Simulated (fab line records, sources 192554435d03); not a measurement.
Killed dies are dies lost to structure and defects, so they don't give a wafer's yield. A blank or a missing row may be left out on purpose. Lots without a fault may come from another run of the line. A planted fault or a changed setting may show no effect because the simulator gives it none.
fab line records | flow n5_finfet
record lots=7 wafers=21
route steps=1938 shown BEOL_M5@1142 BEOL_M7@1273 BEOL_M10@1494
start_h: hours from the record's first day to the start of the lot's first wafer shown | wait_h: hours since the lot's step before | " the same as in the row above | L1.1+2: a row that stands for several wafers | - no value, or no start given | * or withheld: withheld | < > ~ a bound
route shown NAME@n: a module of which the file shows steps, and the number in the route of the first | usual: mean/standard deviation of fault-free wafers | same: alike in all rows | chamber/n: place in a boat | sites: the reading at each site | _std_site: their standard deviation | _edge_site: outer sites' mean less inner sites' | radius_mm: how far each site lies from the wafer's centre | mask NAME#n: copy n | behind: the tool/chamber that last shaped the wafer | hold: why the lot was held/for how many hours/how that ended | device: the transistor (n, p or np) that didn't switch | end of line: the same wafers' tests at the end of the route | a step without rows: its recipe alone | killed: dies lost to structure and defects at the first sort, not the wafer's yield | map: a wafer's dies, x killed, . not, _ none there
set.NAME: the setting as run; set.NAME@STEP: as run at that earlier step | model.NAME: the simulator's own value behind a step, which no gauge read
lots whose settings were changed on purpose; a table a step, a row a wafer
## steps
# step N5_BEOL_M5_COAT_22
# recipe resist=CAR-EUV spin_rpm=1500 resist_thk_nm=30
# columns lot.wafer tool chamber start_h wait_h set.spin_rpm model.CAR-EUV_of_BEOL_M5_COAT_22.thk_nm
L074.1+3+4 litho_track-02 0 - - 1500 30
L078.1+2 litho_track-04 0 - - 1500 30
L078.5 " 0 " " 1588 29.2
L079.1+3 litho_track-04 0 - - 1456 30.6
L079.4 " 0 " " 1500 30.2
L084.1 litho_track-02 0 - - 1442 30.6
L084.2 " 0 " " 1442 30.4
L084.4 " 0 " " 1500 30
L085.3+4+5 litho_track-04 0 - - 1500 30
L086.1+3+5 litho_track-04 0 - - 1500 30
L089.3+5 litho_track-02 0 - - 1423 30.8
L089.6 " 0 " " 1500 30
# step N5_BEOL_M5_EBR_24
# recipe solvent=PGMEA ebr_width_mm=1.5
# step N5_BEOL_M5_SOFTBAKE_23
# recipe temp_c=110 time_s=60 resist=CAR-EUV
# step N5_BEOL_M5_EXPOSE_25
# recipe mask_id=V4 na=0.33 source_shape=quasar sigma_inner=0.2 sigma_outer=0.6 polarization=unpolarized defocus_nm=10 dose_mj=52.75
# step N5_BEOL_M5_PEB_26
# recipe peb_temp_c=100 peb_time_s=60 resist=CAR-EUV
# step N5_BEOL_M5_DEVELOP_27
# recipe develop_time_s=30 developer=TMAH resist=CAR-EUV rinse_liquid=surfactant_rinse dry=air_spin dev_temp_c=23
# columns lot.wafer tool chamber start_h wait_h set.spin_rpm@BEOL_M5_COAT_22 model.CAR-EUV_of_BEOL_M5_COAT_22.thk_nm
L074.1 litho_track-03 0 - - 1500 29.4
L074.3+4 " 0 " " 1500 29.6
L078.1+2 litho_track-03 0 - - 1500 29.6
L078.5 " 0 " " 1588 28.8
L079.1+3 litho_track-04 0 - - 1456 30
L079.4 " 0 " " 1500 29.6
L084.1+2 litho_track-03 0 - - 1442 30
L084.4 " 0 " " 1500 29.4
L085.3+4+5 litho_track-03 0 - - 1500 29.6
L086.1+3+5 litho_track-02 0 - - 1500 29.6
L089.3+5 litho_track-02 0 - - 1423 30.4
L089.6 " 0 " " 1500 29.6
# step N5_BEOL_M5_DESCUM_33
# recipe chemistry=O2 time_s=7 source_power_w=50 bias_power_w=20 pressure_mtorr=20 rf_frequency_hz=2.712e+07 temp_c=40 resist=CAR-EUV o2_flow_sccm=225
# columns lot.wafer tool chamber start_h wait_h set.spin_rpm@BEOL_M5_COAT_22 model.CAR-EUV_of_BEOL_M5_COAT_22.thk_nm
L074.1+3+4 rie_diel-02 0,1,2 163.58 0.1 1500 26
L078.1 rie_diel-02 3 187.05 0.2 1500 26
L078.2 " 1 " " 1500 26.2
L078.5 " 2 " " 1588 25.2
L079.1+3 rie_diel-05 1,3 191.15 0.0 1456 26.6
L079.4 " 2 " " 1500 26.2
L084.1+2 rie_diel-04 2,0 226.29 0.0 1442 26.6
L084.4 " 3 " " 1500 26
L085.3+4 rie_diel-04 0 232.20 0.3 1500 26.2
L085.5 " 3 " " 1500 26
L086.1 rie_diel-02 1 234.55 0.0 1500 26
L086.3+5 " 0 " " 1500 26.2
L089.3+5 rie_diel-04 1,0 263.05 0.4 1423 27
L089.6 " 3 " " 1500 26
# step N5_BEOL_M5_ETCH_75
# recipe chemistry=N2/H2 target=underlayer target_depth_a=65 mask_material=CAR-EUV time_s=5.2 ion_energy_ev=200 pressure_mtorr=30 source_w=840 bias_w=150 n2_flow_sccm=200 h2_flow_sccm=200 ends=cleared
# columns lot.wafer tool chamber start_h wait_h set.spin_rpm@BEOL_M5_COAT_22 model.CAR-EUV_of_BEOL_M5_COAT_22.thk_nm
L074.1+3 rie_diel-02 0,1 163.61 0.0 1500 20.4
L074.4 " 2 " " 1500 20.2
L078.1+2 rie_diel-02 3,1 187.08 0.0 1500 20.4
L078.5 " 2 " " 1588 19.6
L079.1+3 rie_diel-05 1,3 191.19 0.0 1456 20.8
L079.4 " 2 " " 1500 20.4
L084.1+2 rie_diel-04 2,0 226.33 0.0 1442 20.8
L084.4 " 3 " " 1500 20.2
L085.3+4 rie_diel-04 0 232.23 0.0 1500 20.4
L085.5 " 3 " " 1500 20.2
L086.1+3+5 rie_diel-02 1,0,0 234.58 0.0 1500 20.4
L089.3+5 rie_diel-04 1,0 263.09 0.0 1423 21.2
L089.6 " 3 " " 1500 20.2
# step N5_BEOL_M7_EXPOSE_08
# recipe mask_id=M7 na=1.35 source_shape=dipole sigma_inner=0.817 sigma_outer=0.97 polarization=te dose_mj=68.25
# columns lot.wafer tool chamber start_h wait_h mask set.dose_mj
L074.1+3+4 arfi_scanner-02 0 181.19 - M7#0 68.25
L078.1+5 arfi_scanner-02 0 205.87 - M7#0 68.25
L078.2 " 0 " " M7#0 64.2
L079.1+3+4 arfi_scanner-01 0 207.17 - M7#0 68.25
L084.1+2+4 arfi_scanner-02 0 243.43 - M7#0 68.25
L085.3 arfi_scanner-03 0 250.16 - M7#0 70.88
L085.4+5 " 0 " " M7#0 68.25
L086.1+3+5 arfi_scanner-01 0 255.74 - M7#0 68.25
L089.3 arfi_scanner-03 0 284.13 - M7#0 70.45
L089.5+6 " 0 " " M7#0 68.25
# step N5_BEOL_M7_PEB_09
# recipe peb_temp_c=withheld peb_time_s=60 resist=CAR-ArF
# step N5_BEOL_M7_DEVELOP_10
# recipe develop_time_s=30 developer=TMAH resist=CAR-ArF rinse_liquid=diw dry=air_spin dev_temp_c=23
# step N5_BEOL_M7_CD_MEAS_11
# recipe target_cd_nm=38.5 landing_energy_ev=500 detector=se_inlens polarity=opening
# usual cd_nm=38.5/0.52
# columns lot.wafer tool chamber start_h wait_h set.dose_mj@BEOL_M7_EXPOSE_08 cd_nm
L074.1 cd_sem-02 0 181.32 - 68.25 38.6
L074.3 " 0 " " 68.25 38.6
L074.4 " 0 " " 68.25 38.8
L078.1 cd_sem-02 0 206.00 - 68.25 38.9
L078.2 " 0 " " 64.2 35.9
L078.5 " 0 " " 68.25 38.5
L079.1 cd_sem-03 0 207.30 - 68.25 38.9
L079.3 " 0 " " 68.25 39.3
L079.4 " 0 " " 68.25 38.6
L084.1 cd_sem-01 0 243.56 - 68.25 38.3
L084.2 " 0 " " 68.25 38.5
L084.4 " 0 " " 68.25 38.2
L085.3 cd_sem-03 0 250.28 - 70.88 41.2
L085.4 " 0 " " 68.25 38.4
L085.5 " 0 " " 68.25 38.7
L086.1 cd_sem-03 0 255.86 - 68.25 38.2
L086.3 " 0 " " 68.25 38.3
L086.5 " 0 " " 68.25 38.9
L089.3 cd_sem-01 0 284.25 - 70.45 40.2
L089.5 " 0 " " 68.25 38.3
L089.6 " 0 " " 68.25 38.2
# step N5_BEOL_M7_DESCUM_16
# recipe chemistry=O2 time_s=7.9 source_power_w=50 bias_power_w=20 pressure_mtorr=20 rf_frequency_hz=2.712e+07 temp_c=40 resist=CAR-ArF o2_flow_sccm=225
# step N5_BEOL_M7_ETCH_61
# recipe chemistry=CF4 target=SiARC target_depth_a=455 mask_material=CAR-ArF time_s=75.8 ion_energy_ev=80 pressure_mtorr=40 source_w=545 bias_w=36 Ar_flow_sccm=100 cf4_flow_sccm=100 ends=cleared
# columns lot.wafer tool chamber start_h wait_h set.dose_mj@BEOL_M7_EXPOSE_08 model.BEOL_M7.cd_offset_nm
L074.1+4 rie_diel-04 1,0 181.45 0.0 68.25 0.4
L074.3 " 0 " " 68.25 0.2
L078.1 rie_diel-02 3 206.31 0.0 68.25 0.4
L078.2 " 1 " " 64.2 -2.8
L078.5 " 3 " " 68.25 -0.2
L079.1 rie_diel-05 2 207.43 0.0 68.25 0.4
L079.3 " 1 " " 68.25 1
L079.4 " 0 " " 68.25 0.2
L084.1 rie_diel-05 1 243.69 0.0 68.25 0
L084.2 " 0 " " 68.25 0.2
L084.4 " 2 " " 68.25 -0.2
L085.3 rie_diel-05 2 250.40 0.0 70.88 2.8
L085.4 " 0 " " 68.25 0
L085.5 " 0 " " 68.25 0.2
L086.1 rie_diel-02 2 255.99 0.0 68.25 -0.2
L086.3 " 3 " " 68.25 -0.4
L086.5 " 0 " " 68.25 0.2
L089.3 rie_diel-05 2 285.02 0.0 70.45 1.4
L089.5 " 2 " " 68.25 -0.4
L089.6 " 3 " " 68.25 0.2
# step N5_BEOL_M7_ETCH_62
# recipe chemistry=N2/H2 target=SOC target_depth_a=1100 overetch_a=220 mask_material=SiARC temp_c=40 time_s=165 ion_energy_ev=200 pressure_mtorr=30 source_w=840 bias_w=150 n2_flow_sccm=200 h2_flow_sccm=200
# columns lot.wafer tool chamber start_h wait_h set.dose_mj@BEOL_M7_EXPOSE_08 model.BEOL_M7.cd_offset_nm
L074.1 rie_diel-04 1 181.50 0.0 68.25 0.4
L074.3 " 0 " " 68.25 -0.2
L074.4 " 0 " " 68.25 0
L078.1 rie_diel-02 3 206.37 0.0 68.25 -0.2
L078.2 " 1 " " 64.2 -2.8
L078.5 " 3 " " 68.25 -0.6
L079.1 rie_diel-05 2 207.48 0.0 68.25 0.6
L079.3 " 1 " " 68.25 1
L079.4 " 0 " " 68.25 0.2
L084.1+4 rie_diel-05 1,2 243.74 0.0 68.25 -0.2
L084.2 " 0 " " 68.25 0.2
L085.3 rie_diel-05 2 250.46 0.0 70.88 2.8
L085.4 " 0 " " 68.25 -0.2
L085.5 " 0 " " 68.25 0
L086.1 rie_diel-02 2 256.04 0.0 68.25 -0.2
L086.3 " 3 " " 68.25 -0.6
L086.5 " 0 " " 68.25 0
L089.3 rie_diel-05 2 285.07 0.0 70.45 1.2
L089.5 " 2 " " 68.25 -0.6
L089.6 " 3 " " 68.25 0.2
# step N5_BEOL_M7_STRIP_68
# recipe chemistry=N2/H2 temp_c=40 n2_flow_sccm=200 h2_flow_sccm=200 rf_frequency_hz=6e+07
# step N5_BEOL_M7_STRIP_67
# recipe chemistry=CF4 resist=SiARC power_w=300 bias_power_w=75 pressure_mtorr=50 cf4_flow_sccm=150 rf_frequency_hz=6e+07
# step N5_BEOL_M7_HM_OPEN_17
# recipe chemistry=Cl2/BCl3 target_depth_a=200 overetch_a=60 target=TiN mask_material=SOC ion_energy_ev=150 pressure_mtorr=10 icp_w=1000 bias_w=126 Cl2_flow_sccm=53.25 bcl3_flow_sccm=21.75 Ar_flow_sccm=25
# columns lot.wafer tool chamber start_h wait_h set.dose_mj@BEOL_M7_EXPOSE_08 model.BEOL_M7.cd_offset_nm
L074.1 rie_metal-03 1 181.69 0.0 68.25 0.4
L074.3 " 0 " " 68.25 0
L074.4 " 1 " " 68.25 0.2
L078.1 rie_metal-01 0 206.59 0.1 68.25 0
L078.2 " 1 " " 64.2 -2.8
L078.5 " 0 " " 68.25 -0.4
L079.1 rie_metal-03 0 207.67 0.0 68.25 0.4
L079.3 " 1 " " 68.25 0.8
L079.4 " 0 " " 68.25 0.2
L084.1+4 rie_metal-03 0,1 243.93 0.0 68.25 -0.2
L084.2 " 1 " " 68.25 0.2
L085.3 rie_metal-01 0 250.67 0.1 70.88 2.6
L085.4 " 1 " " 68.25 -0.4
L085.5 " 1 " " 68.25 -0.2
L086.1 rie_metal-03 1 256.23 0.0 68.25 -0.2
L086.3 " 0 " " 68.25 -0.8
L086.5 " 0 " " 68.25 0
L089.3 rie_metal-02 0 285.29 0.1 70.45 1.2
L089.5 " 1 " " 68.25 -0.6
L089.6 " 0 " " 68.25 0.2
# step N5_BEOL_M7_STRIP_19
# recipe chemistry=O2 power_w=400 temp_c=40 pressure_mtorr=30 rf_frequency_hz=6e+07 bias_power_w=0 overash_fraction=0.2 o2_flow_sccm=225
# step N5_BEOL_M7_CD_MEAS_18
# recipe pitch_nm=80 target_cd_nm=40
# usual cd_nm=40.0/0.59
# columns lot.wafer tool chamber start_h wait_h set.dose_mj@BEOL_M7_EXPOSE_08 cd_nm
L074.1 cd_sem-02 - 181.87 0.0 68.25 40.4
L074.3 " - " " 68.25 39.6
L074.4 " - " " 68.25 40.2
L078.1 cd_sem-02 - 206.90 0.1 68.25 39.9
L078.2 " - " " 64.2 37.1
L078.5 " - " " 68.25 39.8
L079.1 cd_sem-03 - 207.86 0.0 68.25 40.6
L079.3 " - " " 68.25 41.1
L079.4 " - " " 68.25 40.3
L084.1 cd_sem-02 - 244.11 0.1 68.25 39.7
L084.2 " - " " 68.25 40.5
L084.4 " - " " 68.25 39.6
L085.3 cd_sem-03 - 250.83 0.1 70.88 42.5
L085.4 " - " " 68.25 40.0
L085.5 " - " " 68.25 39.6
L086.1 cd_sem-01 - 256.41 0.0 68.25 39.6
L086.3 " - " " 68.25 39.4
L086.5 " - " " 68.25 40.2
L089.3 cd_sem-01 - 285.61 0.1 70.45 41.4
L089.5 " - " " 68.25 39.8
L089.6 " - " " 68.25 40.4
# step N5_BEOL_M7_VIA_ETCH_34
# recipe chemistry=C4F6/O2 target=SiCOH_lowk target_depth_a=1255 mask_material=SOC taper_deg=4 time_s=50.5 ion_energy_ev=250 pressure_mtorr=30 source_w=345 bias_w=185 Ar_flow_sccm=300 C4F6_flow_sccm=10 O2_flow_sccm=10
# usual rf_vpp_V=666/8.8
# columns lot.wafer tool chamber start_h wait_h set.source_w rf_vpp_V
L074.1 rie_diel-02 3 185.02 0.0 345 658
L074.3 " 0 " " 345 675
L074.4 " 1 " " 345 667
L078.1 rie_diel-05 1 210.18 0.0 369.5 623
L078.2 " 0 " " 345 667
L078.5 " 2 " " 345 650
L079.1 rie_diel-02 2 210.22 0.0 345 667
L079.3 " 3 " " 345 658
L079.4 " 1 " " 345 665
L084.1 rie_diel-05 1 245.88 0.0 345 643
L084.2 " 3 " " 345 658
L084.4 " 0 " " 308.5 707
L085.3 rie_diel-04 2 252.73 0.0 345 662
L085.4 " 3 " " 345 673
L085.5 " 1 " " 345 678
L086.1 rie_diel-02 3 258.97 0.0 345 660
L086.3 " 0 " " 345 675
L086.5 " 1 " " 323 690
L089.3 rie_diel-02 2 287.03 0.0 345 666
L089.5 " 1 " " 345 666
L089.6 " 2 " " 345 667
# step N5_BEOL_M7_TRENCH_ETCH_37
# recipe chemistry=C4F6/O2 target_depth_a=934.78 target=SiCOH_lowk time_s=31.2 ion_energy_ev=250 pressure_mtorr=30 source_w=345 bias_w=185 Ar_flow_sccm=300 C4F6_flow_sccm=10 O2_flow_sccm=10
# usual rf_vpp_V=666/8.8
# columns lot.wafer tool chamber start_h wait_h set.source_w rf_vpp_V model.BEOL_M7.feature_depth_nm model.etch.depth_nm
L074.1 rie_diel-02 3 - - 345 658 92.4 92.4
L074.3 " 0 " " 345 675 92.6 92.58
L074.4 " 1 " " 345 669 92.8 92.84
L078.1 rie_diel-05 1 - - 388.3 609 96 95.99
L078.2 " 0 " " 388.3 629 99.6 99.6
L078.5 " 2 " " 345 649 91.8 91.75
L079.1 rie_diel-02 2 - - 345 668 92.6 92.57
L079.3 " 3 " " 394 617 97.6 97.54
L079.4 " 1 " " 345 667 92.4 92.38
L084.1 rie_diel-05 1 - - 316.5 675 87.2 87.12
L084.2 " 3 " " 345 659 93.2 93.11
L084.4 " 0 " " 316.5 698 91 90.92
L085.3 rie_diel-04 2 - - 345 661 94 94.05
L085.4 " 3 " " 345 672 95.8 95.82
L085.5 " 1 " " 379.4 646 97 96.96
L086.1 rie_diel-02 3 - - 345 659 92.2 92.15
L086.3 " 0 " " 308.2 715 88.6 88.52
L086.5 " 1 " " 308.2 706 88.8 88.87
L089.3 rie_diel-02 2 - - 345 667 92.2 92.16
L089.5 " 1 " " 367.5 646 96.4 96.35
L089.6 " 2 " " 345 666 92.6 92.51
# step N5_BEOL_M7_ETCH_41
# recipe chemistry=CH3F/O2 target=SiCN target_depth_a=319 taper_deg=2 time_s=57.8 ion_energy_ev=120 mask_material=TiN pressure_mtorr=30 source_w=395 bias_w=75 Ar_flow_sccm=150 CH3F_flow_sccm=30 O2_flow_sccm=20
# step N5_BEOL_M7_STRIP_80
# recipe chemistry=N2/H2 time_s=10 power_w=450 temp_c=40 pressure_mtorr=20 rf_frequency_hz=6e+07 bias_power_w=7 n2_flow_sccm=200 h2_flow_sccm=200
# step N5_BEOL_M7_OCD_MEAS_38
# usual trench_depth_nm=93.3/1.5
# columns lot.wafer tool chamber start_h wait_h set.source_w@BEOL_M7_TRENCH_ETCH_37 trench_depth_nm
L074.1 ocd-02 - 185.27 - 345 92.6
L074.3 " - " " 345 92.4
L074.4 " - " " 345 92.2
L078.1 ocd-01 - 210.43 - 388.3 96.3
L078.2 " - " " 388.3 99.2
L078.5 " - " " 345 92.0
L079.1 ocd-02 - 210.47 - 345 93.2
L079.3 " - " " 394 97.6
L079.4 " - " " 345 92.5
L084.1 ocd-01 - 246.13 - 316.5 86.9
L084.2 " - " " 345 93.0
L084.4 " - " " 316.5 91.0
L085.3 ocd-01 - 252.98 - 345 94.4
L085.4 " - " " 345 95.5
L085.5 " - " " 379.4 97.1
L086.1 ocd-02 - 259.22 - 345 92.3
L086.3 " - " " 308.2 89.0
L086.5 " - " " 308.2 88.9
L089.3 ocd-01 - 287.37 - 345 92.0
L089.5 " - " " 367.5 96.3
L089.6 " - " " 345 92.2
# step N5_BEOL_M7_HM_STRIP_39
# recipe chemistry=peroxide_tin_strip material=TiN target_depth_a=250 temp_c=50 time_s=158
# step N5_BEOL_M7_SRD_40
# recipe time_s=30 temp_c=23 rinse_liquid=diw dry=ipa_marangoni
# step N5_BEOL_M7_PRECLEAN_42
# recipe chemistry=residue_remover time_s=60 temp_c=40
# step N5_BEOL_M7_SRD_43
# recipe time_s=30 temp_c=23 rinse_liquid=diw dry=ipa_marangoni
# step N5_BEOL_M7_CD_MEAS_35
# recipe target_cd_nm=40 polarity=opening
# usual cd_nm=40.0/0.58
# columns lot.wafer tool chamber start_h wait_h set.dose_mj@BEOL_M7_EXPOSE_08 cd_nm
L074.1 cd_sem-03 - 185.43 0.0 68.25 40.0
L074.3 " - " " 68.25 39.9
L074.4 " - " " 68.25 39.6
L079.1 cd_sem-02 - 210.63 0.0 68.25 40.6
L079.3 " - " " 68.25 40.7
L079.4 " - " " 68.25 40.2
L078.1 cd_sem-02 - 210.68 0.0 68.25 39.9
L078.2 " - " " 64.2 37.0
L078.5 " - " " 68.25 39.8
L084.1 cd_sem-03 - 246.28 0.0 68.25 39.7
L084.2 " - " " 68.25 40.4
L084.4 " - " " 68.25 39.9
L085.3 cd_sem-03 - 253.13 0.0 70.88 42.3
L085.4 " - " " 68.25 39.7
L085.5 " - " " 68.25 39.8
L086.1 cd_sem-01 - 259.50 0.0 68.25 40.0
L086.3 " - " " 68.25 39.5
L086.5 " - " " 68.25 40.2
L089.3 cd_sem-03 - 287.52 0.0 70.45 41.3
L089.5 " - " " 68.25 39.3
L089.6 " - " " 68.25 40.1
# step N5_BEOL_M10_COAT_63
# recipe resist=SOC temp_c=250 time_s=60 spin_rpm=1500 resist_thk_nm=100
# columns lot.wafer tool chamber start_h wait_h set.spin_rpm model.SOC_of_BEOL_M10_COAT_63.thk_nm
L074.1+4 litho_track-03 0 206.74 1.6 1500 99.6
L074.3 " 0 " " 1500 99.8
L079.1 litho_track-02 0 231.13 3.4 1500 100
L079.3 " 0 " " 1500 99.6
L079.4 " 0 " " 1500 99.8
L078.1 litho_track-03 0 231.27 0.3 1500 100.4
L078.2 " 0 " " 1424 102.8
L078.5 " 0 " " 1424 102.2
L084.1 litho_track-03 0 271.88 1.7 1500 100.6
L084.2 " 0 " " 1339 105.8
L084.4 " 0 " " 1500 100.2
L085.3 litho_track-03 0 282.40 4.0 1500 100.4
L085.4 " 0 " " 1408 103.8
L085.5 " 0 " " 1408 104.2
L086.1 litho_track-02 0 284.90 0.0 1500 100.8
L086.3 " 0 " " 1413 103.2
L086.5 " 0 " " 1413 103.6
L089.3 litho_track-02 0 315.63 0.4 1405 103.4
L089.5 " 0 " " 1500 100
L089.6 " 0 " " 1500 99.8
## key
split step=N5_BEOL_M5_COAT_22 setting=spin_rpm stated=1500 by=wafer
response step=N5_BEOL_M5_COAT_22 reading=model.CAR-EUV_of_BEOL_M5_COAT_22.thk_nm change=-0.141 per=1% r=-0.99
response step=N5_BEOL_M5_DEVELOP_27 reading=model.CAR-EUV_of_BEOL_M5_COAT_22.thk_nm change=-0.146 per=1% r=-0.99
response step=N5_BEOL_M5_DESCUM_33 reading=model.CAR-EUV_of_BEOL_M5_COAT_22.thk_nm change=-0.165 per=1% r=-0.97
response step=N5_BEOL_M5_ETCH_75 reading=model.CAR-EUV_of_BEOL_M5_COAT_22.thk_nm change=-0.158 per=1% r=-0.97
split step=N5_BEOL_M7_EXPOSE_08 setting=dose_mj stated=68.25 by=wafer
response step=N5_BEOL_M7_CD_MEAS_11 reading=cd_nm change=+0.544 per=1% r=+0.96
response step=N5_BEOL_M7_ETCH_61 reading=model.BEOL_M7.cd_offset_nm change=+0.537 per=1% r=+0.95
response step=N5_BEOL_M7_ETCH_62 reading=model.BEOL_M7.cd_offset_nm change=+0.495 per=1% r=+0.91
response step=N5_BEOL_M7_HM_OPEN_17 reading=model.BEOL_M7.cd_offset_nm change=+0.515 per=1% r=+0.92
response step=N5_BEOL_M7_CD_MEAS_18 reading=cd_nm change=+0.519 per=1% r=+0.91
response step=N5_BEOL_M7_CD_MEAS_35 reading=cd_nm change=+0.531 per=1% r=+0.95
split step=N5_BEOL_M7_VIA_ETCH_34 setting=source_w stated=345 by=wafer
response step=N5_BEOL_M7_VIA_ETCH_34 reading=rf_vpp_V change=-4.89 per=1% r=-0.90
split step=N5_BEOL_M7_TRENCH_ETCH_37 setting=source_w stated=345 by=wafer
response step=N5_BEOL_M7_TRENCH_ETCH_37 reading=rf_vpp_V change=-3.21 per=1% r=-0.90
response step=N5_BEOL_M7_TRENCH_ETCH_37 reading=model.BEOL_M7.feature_depth_nm change=+0.389 per=1% r=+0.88
response step=N5_BEOL_M7_TRENCH_ETCH_37 reading=model.etch.depth_nm change=+0.387 per=1% r=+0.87
response step=N5_BEOL_M7_OCD_MEAS_38 reading=trench_depth_nm change=+0.375 per=1% r=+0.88
split step=N5_BEOL_M10_COAT_63 setting=spin_rpm stated=1500 by=wafer
response step=N5_BEOL_M10_COAT_63 reading=model.SOC_of_BEOL_M10_COAT_63.thk_nm change=-0.507 per=1% r=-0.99
